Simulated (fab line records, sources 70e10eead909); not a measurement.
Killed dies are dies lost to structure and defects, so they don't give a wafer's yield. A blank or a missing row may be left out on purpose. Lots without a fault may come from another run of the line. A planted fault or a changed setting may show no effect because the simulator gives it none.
Chamber matching | flow nand_harc | NHARC_A_CHANNEL_FILL_D2_ALD_14 on ald_hk-02: 4 sister chambers
The step deposits SiO2, target thk 2.5 nm, pulse time 10 s, ald cycles 25. 4 wafers are shown with their chamber, then 8 later ones without.

WAFERS WITH THEIR CHAMBER
wafer  | chamber | heater_power_w (W)
L080.5 | 0       | 493
L087.5 | 1       | 518
L087.6 | 2       | 525
L090.1 | 3       | 378

WAFERS WITHOUT THEIR CHAMBER
wafer  | heater_power_w (W)
L090.3 | 532
L090.4 | 507
L093.2 | 493
L093.3 | 541
L093.6 | 499
L094.1 | 516
L094.3 | 504
L094.4 | 525

WHICH CHAMBER EACH WENT THROUGH
wafer  | from the rows above          | in truth
L090.3 | can't be placed: 2 or 1      | 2
L090.4 | can't be placed: 1 or 0 or 2 | 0
L093.2 | 0                            | 0
L093.3 | can't be placed: 2 or 1      | 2
L093.6 | can't be placed: 0 or 1      | 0
L094.1 | can't be placed: 1 or 2      | 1
L094.3 | can't be placed: 0 or 1 or 2 | 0
L094.4 | can't be placed: 2 or 1      | 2
Placed correctly: 1 of 8. Can't be placed from these rows: 7 (the true chamber is among the candidates in 7). Placed wrongly: 0.
How it was worked out, from the rows above alone: a wafer's distance from a chamber is the root of the sum, over the readings, of the square of ((its reading less the chamber's mean) divided by the reading's scatter). The wafer belongs to the nearest chamber; if the next one is less than 2 further off, it can't be placed. A chamber's mean is the mean of its shown wafers. The scatter: with one shown wafer a chamber, the root of the mean of the squares of how far each hidden wafer lies from its nearest shown one.
